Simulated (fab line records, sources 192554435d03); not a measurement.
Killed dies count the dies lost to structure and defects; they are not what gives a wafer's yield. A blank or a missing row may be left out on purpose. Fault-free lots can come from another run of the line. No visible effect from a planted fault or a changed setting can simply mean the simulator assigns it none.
Chamber matching + flow n5Finfet + N5_BEOL_M3_ETCH_63 on rieDiel-03 has 4 sister chambers
The step etches SiARC in CF4, target depth 15.6 nm, time 26 s. 24 wafers are shown with their chamber, then 12 later ones without.

## EACH WAFER AND ITS CHAMBER
| wafer  | chamber | showerheadPlenumPTorr (Torr) | drypumpMotorCurrentA (A) | throttleValvePct (%) |
|--------|---------|------------------------------|--------------------------|----------------------|
| L074.3 | 0       | 1.98                         | 5.6                      | 15.64                |
| L074.4 | 3       | 2.06                         | 5.7                      | 15.98                |
| L074.5 | 2       | 2.23                         | 5.2                      | 15.83                |
| L077.2 | 2       | 2.23                         | 5.1                      | 15.85                |
| L077.3 | 3       | 2.06                         | 5.7                      | 16.00                |
| L077.4 | 1       | 2.12                         | 5.6                      | 15.50                |
| L078.2 | 1       | 2.12                         | 5.6                      | 15.51                |
| L078.4 | 3       | 2.06                         | 5.7                      | 16.00                |
| L078.6 | 1       | 2.12                         | 5.6                      | 15.50                |
| L080.2 | 2       | 2.23                         | 5.2                      | 15.86                |
| L080.5 | 3       | 2.06                         | 5.7                      | 16.01                |
| L080.6 | 1       | 2.11                         | 5.6                      | 15.52                |
| L082.2 | 0       | 1.98                         | 5.7                      | 15.66                |
| L082.4 | 3       | 2.05                         | 5.7                      | 16.04                |
| L082.5 | 0       | 1.98                         | 5.7                      | 15.66                |
| L083.2 | 2       | 2.22                         | 5.1                      | 15.88                |
| L083.3 | 0       | 1.98                         | 5.7                      | 15.66                |
| L083.6 | 0       | 1.98                         | 5.7                      | 15.66                |
| L084.1 | 3       | 2.05                         | 5.7                      | 16.04                |
| L084.5 | 0       | 1.98                         | 5.7                      | 15.68                |
| L084.6 | 3       | 2.05                         | 5.7                      | 16.06                |
| L088.1 | 0       | 1.98                         | 5.7                      | 15.66                |
| L088.2 | 1       | 2.11                         | 5.6                      | 15.55                |
| L088.3 | 2       | 2.22                         | 5.1                      | 15.89                |

SIGNATURES, as means of the wafers listed above
| reading               | chamber 0 | chamber 1 | chamber 2 | chamber 3 | scatter within a chamber |
|-----------------------|-----------|-----------|-----------|-----------|--------------------------|
| showerheadPlenumPTorr | 1.9800    | 2.1160    | 2.2260    | 2.0557    | 0.00454                  |
| drypumpMotorCurrentA  | 5.686     | 5.600     | 5.140     | 5.700     | 0.0321                   |
| throttleValvePct      | 15.6600   | 15.5160   | 15.8620   | 16.0186   | 0.022                    |
Rule: a wafer's distance from a chamber is the root of the sum, over the readings, of the square of ((its reading less the chamber's mean) divided by the reading's scatter). If the next closest chamber is less than 2 further off than the closest, the wafer can't be placed; otherwise it belongs to the closest. The scatter: the root of (the sum of the squares of (reading less its chamber's mean) over the shown wafers, divided by (wafers less chambers)).

## WAFERS MISSING THEIR CHAMBER
| wafer  | showerheadPlenumPTorr (Torr) | drypumpMotorCurrentA (A) | throttleValvePct (%) |
|--------|------------------------------|--------------------------|----------------------|
| L091.1 | 2.22                         | 5.1                      | 15.91                |
| L091.3 | 2.05                         | 5.7                      | 16.06                |
| L091.4 | 1.98                         | 5.7                      | 15.69                |
| L094.2 | 1.97                         | 5.7                      | 15.73                |
| L094.3 | 2.10                         | 5.5                      | 15.58                |
| L094.6 | 2.10                         | 5.5                      | 15.59                |
| L096.1 | 2.05                         | 5.7                      | 16.07                |
| L096.3 | 2.10                         | 5.6                      | 15.58                |
| L096.4 | 2.22                         | 5.2                      | 15.92                |
| L097.1 | 2.10                         | 5.6                      | 15.59                |
| L097.2 | 2.05                         | 5.7                      | 16.08                |
| L097.5 | 2.05                         | 5.7                      | 16.08                |

## CHAMBER TAKEN BY EACH
| wafer  | from the rows above | in truth |
|--------|---------------------|----------|
| L091.1 | 2                   | 2        |
| L091.3 | 3                   | 3        |
| L091.4 | 0                   | 0        |
| L094.2 | 0                   | 0        |
| L094.3 | 1                   | 1        |
| L094.6 | 1                   | 1        |
| L096.1 | 3                   | 3        |
| L096.3 | 1                   | 1        |
| L096.4 | 2                   | 2        |
| L097.1 | 1                   | 1        |
| L097.2 | 3                   | 3        |
| L097.5 | 3                   | 3        |
Correctly placed: 12 of 12. Number that these rows cannot place: 0. Wrongly placed: 0.
